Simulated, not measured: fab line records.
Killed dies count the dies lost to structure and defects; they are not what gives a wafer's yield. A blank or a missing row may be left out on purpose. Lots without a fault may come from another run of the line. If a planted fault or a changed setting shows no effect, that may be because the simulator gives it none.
fab line records / flow n5Finfet
record lots=6 wafers=17 lastDay=18
route steps=1938 shown BEOL_M8@1386 PASSIVATION@1936
lots with no fault: from the same line, run without faults
startH: the number of hours between the record's first day and the start of the first shown wafer of the lot / waitH: hours elapsed since this lot's preceding step / " same as the row above / L1.1+2: a single row standing in for several wafers / - no value present, or no start provided / * or withheld: withheld / < > ~ a bound
route shown NAME@n: names a module that has steps shown in the file, with the first one's number in the route / usual: mean and standard deviation over wafers with no fault / same: alike in all rows / chamber/n: place in a boat / sites: readings site by site / _std_site: how widely they spread, as a standard deviation / _edge_site: mean of outer sites minus mean of inner sites / radiusMm: for every site, how far away it sits from the centre of the wafer / mask NAME#n: copy n / behind: tool/chamber where the wafer was last shaped / hold: what put the lot on hold/how long, in hours/how the hold closed / device: transistor that didn't switch, given as n, p or np / end of line: tests of these same wafers at the route's end / step lacking rows: just its recipe / killed: dies lost to structure and defects at the first sort, not the wafer's yield / map: shows each die of a wafer: x if killed, . if not, _ if none is there
set.NAME: the run value of the setting; set.NAME@STEP: its run value at that earlier step / model.NAME: the simulator's own value behind a step, which no gauge read
a table for each step, a row for each wafer; lots at some steps of the route
services: a tool's chamber out of use, with start hour (startH, from the record's first day; less than 0 if before it), hours out, and reason
## steps
# step N5_BEOL_M8_CURE_75
# recipe tempC=370 timeS=120 ambient=DMADMS/He material=SiCOH_lowk
# usual lampPowerPct=52.31/0.052 wafer_temp_C_max=371.5/0.46
lot.wafer=L450.1 tool=uvCure-03 chamber=1 startH=246.23 waitH=0.0 lampPowerPct=52.38 wafer_temp_C_max=371.6
lot.wafer=L450.3 tool=uvCure-03 chamber=1 startH=246.23 waitH=0.0 lampPowerPct=52.32 wafer_temp_C_max=371.4
lot.wafer=L450.4 tool=uvCure-03 chamber=1 startH=246.23 waitH=0.0 lampPowerPct=52.23 wafer_temp_C_max=370.9
lot.wafer=L448.2 tool=uvCure-02 chamber=0 startH=246.67 waitH=0.1 lampPowerPct=52.34 wafer_temp_C_max=371.8
lot.wafer=L448.4 tool=uvCure-02 chamber=0 startH=246.67 waitH=0.1 lampPowerPct=52.23 wafer_temp_C_max=372.4
lot.wafer=L448.6 tool=uvCure-02 chamber=0 startH=246.67 waitH=0.1 lampPowerPct=52.26 wafer_temp_C_max=371.6
lot.wafer=L453.2 tool=uvCure-03 chamber=2 startH=288.69 waitH=0.3 lampPowerPct=52.28 wafer_temp_C_max=371.7
lot.wafer=L453.3 tool=uvCure-03 chamber=2 startH=288.69 waitH=0.3 lampPowerPct=52.35 wafer_temp_C_max=371.0
lot.wafer=L453.6 tool=uvCure-03 chamber=2 startH=288.69 waitH=0.3 lampPowerPct=52.31 wafer_temp_C_max=372.1
lot.wafer=L454.2 tool=uvCure-02 chamber=0 startH=288.91 waitH=0.1 lampPowerPct=52.38 wafer_temp_C_max=372.1
lot.wafer=L454.3 tool=uvCure-02 chamber=0 startH=288.91 waitH=0.1 lampPowerPct=52.30 wafer_temp_C_max=372.0
lot.wafer=L454.4 tool=uvCure-02 chamber=0 startH=288.91 waitH=0.1 lampPowerPct=52.32 wafer_temp_C_max=371.9
lot.wafer=L458.1 tool=uvCure-01 chamber=2 startH=320.69 waitH=0.0 lampPowerPct=52.23 wafer_temp_C_max=370.8
lot.wafer=L458.4 tool=uvCure-01 chamber=2 startH=320.69 waitH=0.0 lampPowerPct=52.27 wafer_temp_C_max=371.3
lot.wafer=L458.6 tool=uvCure-01 chamber=2 startH=320.69 waitH=0.0 lampPowerPct=52.33 wafer_temp_C_max=371.1
lot.wafer=L460.1 tool=uvCure-02 chamber=2 startH=340.99 waitH=0.0 lampPowerPct=52.31 wafer_temp_C_max=371.6
lot.wafer=L460.3 tool=uvCure-02 chamber=2 startH=340.99 waitH=0.0 lampPowerPct=52.32 wafer_temp_C_max=371.6
# step N5_BEOL_M8_DEGAS_44
# recipe ambient=vacuum tempC=250 timeS=60
# step N5_BEOL_M8_PRE_CLEAN_45
# recipe gas=H2/He timeS=30 tempC=250
# usual heaterPowerW=325/29
lot.wafer=L450.1 tool=pvdSputter-01 chamber=- startH=246.87 waitH=0.0 heaterPowerW=328
lot.wafer=L450.3 tool=pvdSputter-01 chamber=- startH=246.87 waitH=0.0 heaterPowerW=349
lot.wafer=L450.4 tool=pvdSputter-01 chamber=- startH=246.87 waitH=0.0 heaterPowerW=271
lot.wafer=L448.2 tool=pvdSputter-01 chamber=- startH=249.13 waitH=0.0 heaterPowerW=331
lot.wafer=L448.4 tool=pvdSputter-01 chamber=- startH=249.13 waitH=0.0 heaterPowerW=310
lot.wafer=L448.6 tool=pvdSputter-01 chamber=- startH=249.13 waitH=0.0 heaterPowerW=335
lot.wafer=L453.2 tool=pvdSputter-01 chamber=- startH=289.11 waitH=0.0 heaterPowerW=264
lot.wafer=L453.3 tool=pvdSputter-01 chamber=- startH=289.11 waitH=0.0 heaterPowerW=326
lot.wafer=L453.6 tool=pvdSputter-01 chamber=- startH=289.11 waitH=0.0 heaterPowerW=276
lot.wafer=L454.2 tool=pvdSputter-01 chamber=- startH=289.85 waitH=0.0 heaterPowerW=331
lot.wafer=L454.3 tool=pvdSputter-01 chamber=- startH=289.85 waitH=0.0 heaterPowerW=308
lot.wafer=L454.4 tool=pvdSputter-01 chamber=- startH=289.85 waitH=0.0 heaterPowerW=355
lot.wafer=L458.1 tool=pvdSputter-03 chamber=- startH=321.45 waitH=0.0 heaterPowerW=353
lot.wafer=L458.4 tool=pvdSputter-03 chamber=- startH=321.45 waitH=0.0 heaterPowerW=307
lot.wafer=L458.6 tool=pvdSputter-03 chamber=- startH=321.45 waitH=0.0 heaterPowerW=311
lot.wafer=L460.1 tool=pvdSputter-03 chamber=- startH=342.02 waitH=0.0 heaterPowerW=319
lot.wafer=L460.3 tool=pvdSputter-03 chamber=- startH=342.02 waitH=0.0 heaterPowerW=350
# step N5_BEOL_M8_ALD_77
# recipe material=TaN targetThkA=20 tempC=275 aldPrecursorFamily=PDMAT aldCoReactant=NH3 pressureTorr=3 carrierFlowSccm=1500 pulseTimeS=2 purgeTimeS=3 coReactantPurgeTimeS=2 coReactantPulseTimeS=3 aldCycles=40 precursorVesselTempC=75 precursorVesselPressureTorr=26.25 precursorVesselCarrierSccm=1000
# usual heaterPowerW=421/50
lot.wafer=L450.1 tool=aldMetal-04 chamber=1 startH=247.16 waitH=0.3 heaterPowerW=444
lot.wafer=L450.3 tool=aldMetal-04 chamber=3 startH=247.16 waitH=0.3 heaterPowerW=398
lot.wafer=L450.4 tool=aldMetal-04 chamber=0 startH=247.16 waitH=0.3 heaterPowerW=343
lot.wafer=L448.2 tool=aldMetal-04 chamber=3 startH=249.21 waitH=0.1 heaterPowerW=397
lot.wafer=L448.4 tool=aldMetal-04 chamber=0 startH=249.21 waitH=0.1 heaterPowerW=348
lot.wafer=L448.6 tool=aldMetal-04 chamber=3 startH=249.21 waitH=0.1 heaterPowerW=400
lot.wafer=L453.2 tool=aldMetal-03 chamber=3 startH=289.26 waitH=0.1 heaterPowerW=389
lot.wafer=L453.3 tool=aldMetal-03 chamber=1 startH=289.26 waitH=0.1 heaterPowerW=399
lot.wafer=L453.6 tool=aldMetal-03 chamber=1 startH=289.26 waitH=0.1 heaterPowerW=403
lot.wafer=L454.2 tool=aldMetal-04 chamber=2 startH=289.91 waitH=0.0 heaterPowerW=427
lot.wafer=L454.3 tool=aldMetal-04 chamber=3 startH=289.91 waitH=0.0 heaterPowerW=405
lot.wafer=L454.4 tool=aldMetal-04 chamber=0 startH=289.91 waitH=0.0 heaterPowerW=337
lot.wafer=L458.1 tool=aldMetal-03 chamber=2 startH=321.53 waitH=0.1 heaterPowerW=330
lot.wafer=L458.4 tool=aldMetal-03 chamber=3 startH=321.53 waitH=0.1 heaterPowerW=400
lot.wafer=L458.6 tool=aldMetal-03 chamber=1 startH=321.53 waitH=0.1 heaterPowerW=398
lot.wafer=L460.1 tool=aldMetal-02 chamber=1 startH=342.08 waitH=0.0 heaterPowerW=474
lot.wafer=L460.3 tool=aldMetal-02 chamber=0 startH=342.08 waitH=0.0 heaterPowerW=414
# step N5_BEOL_M8_SURFACE_TREAT_79
# recipe gas=Ar timeS=* ionEnergyEv=* ionCurrentMaCm2=0.5 pressureMtorr=* arFlowSccm=30
# usual throttleValvePct=*
lot.wafer=L450.1 tool=pvdSputter-01 chamber=- startH=248.91 waitH=1.6 throttleValvePct=*
lot.wafer=L450.3 tool=pvdSputter-01 chamber=- startH=248.91 waitH=1.6 throttleValvePct=*
lot.wafer=L450.4 tool=pvdSputter-01 chamber=- startH=248.91 waitH=1.6 throttleValvePct=*
lot.wafer=L448.2 tool=pvdSputter-01 chamber=- startH=249.61 waitH=0.3 throttleValvePct=*
lot.wafer=L448.4 tool=pvdSputter-01 chamber=- startH=249.61 waitH=0.3 throttleValvePct=*
lot.wafer=L448.6 tool=pvdSputter-01 chamber=- startH=249.61 waitH=0.3 throttleValvePct=*
lot.wafer=L453.2 tool=pvdSputter-02 chamber=- startH=289.65 waitH=0.3 throttleValvePct=*
lot.wafer=L453.3 tool=pvdSputter-02 chamber=- startH=289.65 waitH=0.3 throttleValvePct=*
lot.wafer=L453.6 tool=pvdSputter-02 chamber=- startH=289.65 waitH=0.3 throttleValvePct=*
lot.wafer=L454.2 tool=pvdSputter-01 chamber=- startH=293.65 waitH=3.6 throttleValvePct=*
lot.wafer=L454.3 tool=pvdSputter-01 chamber=- startH=293.65 waitH=3.6 throttleValvePct=*
lot.wafer=L454.4 tool=pvdSputter-01 chamber=- startH=293.65 waitH=3.6 throttleValvePct=*
lot.wafer=L458.1 tool=pvdSputter-03 chamber=- startH=321.87 waitH=0.2 throttleValvePct=*
lot.wafer=L458.4 tool=pvdSputter-03 chamber=- startH=321.87 waitH=0.2 throttleValvePct=*
lot.wafer=L458.6 tool=pvdSputter-03 chamber=- startH=321.87 waitH=0.2 throttleValvePct=*
lot.wafer=L460.1 tool=pvdSputter-01 chamber=- startH=342.40 waitH=0.2 throttleValvePct=*
lot.wafer=L460.3 tool=pvdSputter-01 chamber=- startH=342.40 waitH=0.2 throttleValvePct=*
# step N5_BEOL_M8_CVD_78
# recipe material=Co targetThkA=20 tempC=withheld precursor=CCTBA/H2 pressureTorr=30 timeS=142.3
# step N5_BEOL_M8_SPUTTER_48
# recipe material=Cu targetThkA=100 tempC=-20 biasV=60 powerW=26000 chamberPressurePa=0.13 timeS=1.667
# step N5_BEOL_M8_ECD_50
# recipe material=Cu targetThkA=3000
# step N5_BEOL_M8_ANNEAL_51
# recipe tempC=225 timeS=90 ambient=N2
# usual annealTempC=225.04/0.19 wafer_temp_C_max=226.1/0.3
lot.wafer=L450.1 tool=rtpAnneal-02 chamber=0 startH=249.87 waitH=0.3 annealTempC=225.12 wafer_temp_C_max=226.2
lot.wafer=L450.3 tool=rtpAnneal-02 chamber=0 startH=249.87 waitH=0.3 annealTempC=225.11 wafer_temp_C_max=226.5
lot.wafer=L450.4 tool=rtpAnneal-02 chamber=0 startH=249.87 waitH=0.3 annealTempC=225.17 wafer_temp_C_max=227.0
lot.wafer=L448.2 tool=rtpAnneal-01 chamber=0 startH=250.32 waitH=0.1 annealTempC=225.20 wafer_temp_C_max=226.3
lot.wafer=L448.4 tool=rtpAnneal-01 chamber=0 startH=250.32 waitH=0.1 annealTempC=225.00 wafer_temp_C_max=226.0
lot.wafer=L448.6 tool=rtpAnneal-01 chamber=0 startH=250.32 waitH=0.1 annealTempC=224.89 wafer_temp_C_max=226.2
lot.wafer=L453.2 tool=rtpAnneal-02 chamber=0 startH=293.82 waitH=0.1 annealTempC=224.80 wafer_temp_C_max=226.4
lot.wafer=L453.3 tool=rtpAnneal-02 chamber=0 startH=293.82 waitH=0.1 annealTempC=225.06 wafer_temp_C_max=226.3
lot.wafer=L453.6 tool=rtpAnneal-02 chamber=0 startH=293.82 waitH=0.1 annealTempC=225.07 wafer_temp_C_max=226.8
lot.wafer=L454.2 tool=rtpAnneal-01 chamber=0 startH=294.23 waitH=0.1 annealTempC=225.08 wafer_temp_C_max=226.9
lot.wafer=L454.3 tool=rtpAnneal-01 chamber=0 startH=294.23 waitH=0.1 annealTempC=225.37 wafer_temp_C_max=225.7
lot.wafer=L454.4 tool=rtpAnneal-01 chamber=0 startH=294.23 waitH=0.1 annealTempC=225.21 wafer_temp_C_max=226.4
lot.wafer=L458.1 tool=rtpAnneal-01 chamber=0 startH=323.19 waitH=0.7 annealTempC=224.74 wafer_temp_C_max=225.8
lot.wafer=L458.4 tool=rtpAnneal-01 chamber=0 startH=323.19 waitH=0.7 annealTempC=224.80 wafer_temp_C_max=225.6
lot.wafer=L458.6 tool=rtpAnneal-01 chamber=0 startH=323.19 waitH=0.7 annealTempC=224.93 wafer_temp_C_max=226.0
lot.wafer=L460.1 tool=rtpAnneal-01 chamber=0 startH=343.91 waitH=1.2 annealTempC=225.46 wafer_temp_C_max=226.3
lot.wafer=L460.3 tool=rtpAnneal-01 chamber=0 startH=343.91 waitH=1.2 annealTempC=225.12 wafer_temp_C_max=226.5
# step N5_BEOL_M8_CMP_52
# recipe stopOn=SiCOH_lowk tOverpolishS=6.9 downForcePsi=1 platenRpm=50 clearingPlatenDownForcePsi=1.5 clearingPlatenRpm=50 postCmpClean=cuAlkaline targetThkNm=80 clearingPlatenPadVelocityMS=0.99484 padVelocityMS=0.99484
# step N5_BEOL_M8_THK_MEAS_53
# recipe thkMeasGauge=xrf reads=Cu_of_BEOL_M8_ECD_50
# usual M8_THK=82.8/2.4
lot.wafer=L450.1 tool=filmMetro-02 chamber=- startH=250.46 waitH=- M8_THK[nm]=81.6
lot.wafer=L450.3 tool=filmMetro-02 chamber=- startH=250.46 waitH=- M8_THK[nm]=82.4
lot.wafer=L450.4 tool=filmMetro-02 chamber=- startH=250.46 waitH=- M8_THK[nm]=83.1
lot.wafer=L448.2 tool=filmMetro-02 chamber=- startH=250.91 waitH=- M8_THK[nm]=82.6
lot.wafer=L448.4 tool=filmMetro-02 chamber=- startH=250.91 waitH=- M8_THK[nm]=85.0
lot.wafer=L448.6 tool=filmMetro-02 chamber=- startH=250.91 waitH=- M8_THK[nm]=87.0
lot.wafer=L453.2 tool=filmMetro-02 chamber=- startH=294.39 waitH=0.3 M8_THK[nm]=82.7
lot.wafer=L453.3 tool=filmMetro-02 chamber=- startH=294.39 waitH=0.3 M8_THK[nm]=82.8
lot.wafer=L453.6 tool=filmMetro-02 chamber=- startH=294.39 waitH=0.3 M8_THK[nm]=81.7
lot.wafer=L454.2 tool=filmMetro-01 chamber=- startH=294.78 waitH=- M8_THK[nm]=81.8
lot.wafer=L454.3 tool=filmMetro-01 chamber=- startH=294.78 waitH=- M8_THK[nm]=82.9
lot.wafer=L454.4 tool=filmMetro-01 chamber=- startH=294.78 waitH=- M8_THK[nm]=84.6
lot.wafer=L458.1 tool=filmMetro-01 chamber=- startH=323.78 waitH=- M8_THK[nm]=81.3
lot.wafer=L458.4 tool=filmMetro-01 chamber=- startH=323.78 waitH=- M8_THK[nm]=86.2
lot.wafer=L458.6 tool=filmMetro-01 chamber=- startH=323.78 waitH=- M8_THK[nm]=80.2
lot.wafer=L460.1 tool=filmMetro-02 chamber=- startH=344.77 waitH=- M8_THK[nm]=81.3
lot.wafer=L460.3 tool=filmMetro-02 chamber=- startH=344.77 waitH=- M8_THK[nm]=87.3
# step N5_BEOL_M8_PRE_CLEAN_55
# recipe gas=NH3 timeS=15 tempC=withheld rfPowerW=300
# step N5_BEOL_M8_DEP_56
# recipe material=SiCN targetThkA=100 tempC=withheld precursor=3MS/NH3 pressureTorr=3 rfW=202 timeS=17.5
# usual showerheadPlenumPTorr=3.668/0.015 throttleValvePct=8.9/0.42
lot.wafer=L450.1 tool=pecvd-01 chamber=1 startH=250.52 waitH=0.0 showerheadPlenumPTorr=3.658 throttleValvePct=8.8 model.SiCN_of_BEOL_M8_DEP_56.thkNm=10.2
lot.wafer=L450.3 tool=pecvd-01 chamber=2 startH=250.52 waitH=0.0 showerheadPlenumPTorr=3.654 throttleValvePct=8.9 model.SiCN_of_BEOL_M8_DEP_56.thkNm=10
lot.wafer=L450.4 tool=pecvd-01 chamber=2 startH=250.52 waitH=0.0 showerheadPlenumPTorr=3.652 throttleValvePct=8.5 model.SiCN_of_BEOL_M8_DEP_56.thkNm=10.2
lot.wafer=L448.2 tool=pecvd-01 chamber=1 startH=250.98 waitH=0.0 showerheadPlenumPTorr=3.656 throttleValvePct=9.4 model.SiCN_of_BEOL_M8_DEP_56.thkNm=10.2
lot.wafer=L448.4 tool=pecvd-01 chamber=1 startH=250.98 waitH=0.0 showerheadPlenumPTorr=3.656 throttleValvePct=9.2 model.SiCN_of_BEOL_M8_DEP_56.thkNm=10.2
lot.wafer=L448.6 tool=pecvd-01 chamber=2 startH=250.98 waitH=0.0 showerheadPlenumPTorr=3.644 throttleValvePct=8.8 model.SiCN_of_BEOL_M8_DEP_56.thkNm=10.2
lot.wafer=L453.2 tool=pecvd-01 chamber=1 startH=294.45 waitH=0.0 showerheadPlenumPTorr=3.652 throttleValvePct=9.3 model.SiCN_of_BEOL_M8_DEP_56.thkNm=10
lot.wafer=L453.3 tool=pecvd-01 chamber=0 startH=294.45 waitH=0.0 showerheadPlenumPTorr=3.685 throttleValvePct=8.3 model.SiCN_of_BEOL_M8_DEP_56.thkNm=10
lot.wafer=L453.6 tool=pecvd-01 chamber=0 startH=294.45 waitH=0.0 showerheadPlenumPTorr=3.681 throttleValvePct=8.3 model.SiCN_of_BEOL_M8_DEP_56.thkNm=10
lot.wafer=L454.2 tool=pecvd-01 chamber=2 startH=294.84 waitH=0.0 showerheadPlenumPTorr=3.659 throttleValvePct=8.9 model.SiCN_of_BEOL_M8_DEP_56.thkNm=9.8
lot.wafer=L454.3 tool=pecvd-01 chamber=1 startH=294.84 waitH=0.0 showerheadPlenumPTorr=3.657 throttleValvePct=9.3 model.SiCN_of_BEOL_M8_DEP_56.thkNm=10.2
lot.wafer=L454.4 tool=pecvd-01 chamber=1 startH=294.84 waitH=0.0 showerheadPlenumPTorr=3.666 throttleValvePct=9.5 model.SiCN_of_BEOL_M8_DEP_56.thkNm=10.2
lot.wafer=L458.1 tool=pecvd-01 chamber=2 startH=323.84 waitH=0.0 showerheadPlenumPTorr=3.653 throttleValvePct=9.2 model.SiCN_of_BEOL_M8_DEP_56.thkNm=10.8
lot.wafer=L458.4 tool=pecvd-01 chamber=2 startH=323.84 waitH=0.0 showerheadPlenumPTorr=3.644 throttleValvePct=8.8 model.SiCN_of_BEOL_M8_DEP_56.thkNm=10.4
lot.wafer=L458.6 tool=pecvd-01 chamber=0 startH=323.84 waitH=0.0 showerheadPlenumPTorr=3.694 throttleValvePct=8.3 model.SiCN_of_BEOL_M8_DEP_56.thkNm=10.4
lot.wafer=L460.1 tool=pecvd-01 chamber=2 startH=344.83 waitH=0.0 showerheadPlenumPTorr=3.647 throttleValvePct=8.9 model.SiCN_of_BEOL_M8_DEP_56.thkNm=10.4
lot.wafer=L460.3 tool=pecvd-01 chamber=1 startH=344.83 waitH=0.0 showerheadPlenumPTorr=3.654 throttleValvePct=9.6 model.SiCN_of_BEOL_M8_DEP_56.thkNm=9.8
# step N5_BEOL_M8_RS_MEAS_57
# recipe thkMeasGauge=four-point-probe reads=Cu_of_BEOL_M8_ECD_50+Co_of_BEOL_M8_CVD_78+TaN_of_BEOL_M8_ALD_77
# usual M8_RS=0.283/0.0091
lot.wafer=L450.1 tool=filmMetro-02 chamber=- startH=250.59 waitH=0.1 M8_RS[ohm/sq]=0.284
lot.wafer=L450.3 tool=filmMetro-02 chamber=- startH=250.59 waitH=0.1 M8_RS[ohm/sq]=0.280
lot.wafer=L450.4 tool=filmMetro-02 chamber=- startH=250.59 waitH=0.1 M8_RS[ohm/sq]=0.278
lot.wafer=L448.2 tool=filmMetro-02 chamber=- startH=251.04 waitH=0.1 M8_RS[ohm/sq]=0.281
lot.wafer=L448.4 tool=filmMetro-02 chamber=- startH=251.04 waitH=0.1 M8_RS[ohm/sq]=0.272
lot.wafer=L448.6 tool=filmMetro-02 chamber=- startH=251.04 waitH=0.1 M8_RS[ohm/sq]=0.265
lot.wafer=L453.2 tool=filmMetro-02 chamber=- startH=294.52 waitH=0.1 M8_RS[ohm/sq]=0.281
lot.wafer=L453.3 tool=filmMetro-02 chamber=- startH=294.52 waitH=0.1 M8_RS[ohm/sq]=0.281
lot.wafer=L453.6 tool=filmMetro-02 chamber=- startH=294.52 waitH=0.1 M8_RS[ohm/sq]=0.285
lot.wafer=L454.2 tool=filmMetro-01 chamber=- startH=294.91 waitH=0.1 M8_RS[ohm/sq]=0.285
lot.wafer=L454.3 tool=filmMetro-01 chamber=- startH=294.91 waitH=0.1 M8_RS[ohm/sq]=0.282
lot.wafer=L454.4 tool=filmMetro-01 chamber=- startH=294.91 waitH=0.1 M8_RS[ohm/sq]=0.276
lot.wafer=L458.1 tool=filmMetro-02 chamber=- startH=323.91 waitH=0.1 M8_RS[ohm/sq]=0.290
lot.wafer=L458.4 tool=filmMetro-02 chamber=- startH=323.91 waitH=0.1 M8_RS[ohm/sq]=0.271
lot.wafer=L458.6 tool=filmMetro-02 chamber=- startH=323.91 waitH=0.1 M8_RS[ohm/sq]=0.293
lot.wafer=L460.1 tool=filmMetro-01 chamber=- startH=344.90 waitH=0.1 M8_RS[ohm/sq]=0.292
lot.wafer=L460.3 tool=filmMetro-01 chamber=- startH=344.90 waitH=0.1 M8_RS[ohm/sq]=0.269
# step N5_PASSIVATION_PROBE_49
# usual defectLimitedYield=91.0/1.5 killed_at_M0_to_M3=35/11 killed_at_M4_up=13/5 killedAtContacts=12/5.9 killedAtFrontEnd=42/13 killedAtOther=3/3.2 killedDies=106/18 killedOpen=69/13 killedShort=35/8.9 sort_bin_5_function=5.2/0.95 sort_bin_6_memory=3.3/0.71 sort_bin_8_speed=0.00/0.016 sortNPass=1074/18 sortYieldPct=91.0/1.5
# same grossDies=1180 killedAtBackSide=0 sort_bin_4_leakage[%]=0
lot.wafer=L458.4 tool=prober-01 chamber=- startH=392.19 waitH=0.2 defectLimitedYield[%]=93.1 killed_at_M0_to_M3=20 killed_at_M4_up=11 killedAtContacts=7 killedAtFrontEnd=40 killedAtOther=4 killedDies=82 killedOpen=58 killedShort=24 sort_bin_5_function[%]=4.2 sort_bin_6_memory[%]=2.6 sort_bin_8_speed[%]=0 sortNPass=1098 sortYieldPct[%]=93.1
# killed by level:class
L458.4 FIN_SAQP:geometricParticle:open=11 BEOL_M4:geometricParticle:open=7 DUMMY_GATE:geometricParticle:open=6 GATE_CUT:geometricParticle:short=5 BEOL_M1:geometricParticle:open=5 STI_FIN_REVEAL:geometricParticle:open=4 MOL_CONTACT_COAG:geometricParticle:open=4 BEOL_M0_SAQP:geometricParticle:open=4
## services
tool=uvCure-03 chamber=- startH=223.44 hours=1.0 kind=pm
tool=aldMetal-04 chamber=2 startH=227.97 hours=5.6 kind=repair
tool=pvdSputter-02 chamber=- startH=229.10 hours=4.9 kind=repair
tool=aldMetal-04 chamber=3 startH=236.81 hours=5.7 kind=repair
tool=uvCure-01 chamber=- startH=260.68 hours=1.3 kind=repair
tool=pvdSputter-01 chamber=- startH=264.67 hours=2.1 kind=repair
tool=uvCure-02 chamber=- startH=275.49 hours=9.4 kind=repair
tool=pecvd-01 chamber=0 startH=310.77 hours=1.8 kind=repair
tool=pecvd-01 chamber=- startH=326.53 hours=0.5 kind=repair
tool=pecvd-01 chamber=- startH=330.65 hours=0.3 kind=repair
tool=uvCure-01 chamber=- startH=330.93 hours=2.8 kind=pm
tool=pecvd-01 chamber=- startH=332.47 hours=1.4 kind=repair
tool=aldMetal-04 chamber=- startH=337.25 hours=14.0 kind=pm
tool=aldMetal-04 chamber=0 startH=337.25 hours=14.0 kind=ventCycle
tool=aldMetal-04 chamber=1 startH=337.25 hours=14.0 kind=ventCycle
tool=aldMetal-04 chamber=2 startH=337.25 hours=14.0 kind=ventCycle
tool=aldMetal-04 chamber=3 startH=337.25 hours=14.0 kind=ventCycle
## key
firstSign none at tools or gauges
modelEffect step=N5_BEOL_M8_DEP_56 value=SiCN_of_BEOL_M8_DEP_56.thkNm without=10 struck=10.6
metAt N5_BEOL_M8_DEP_56
struckWafers L458.1,L460.1
onsetBetween 294.84 323.84
fault kind=processParameterDrift tool=pecvd-01 chamber=- onsetH=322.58 steps=N5_BEOL_M8_DEP_56 channel=timeS offset=* shape=step endH=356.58 scope=struckWafersOnly actsIn=* stated=*
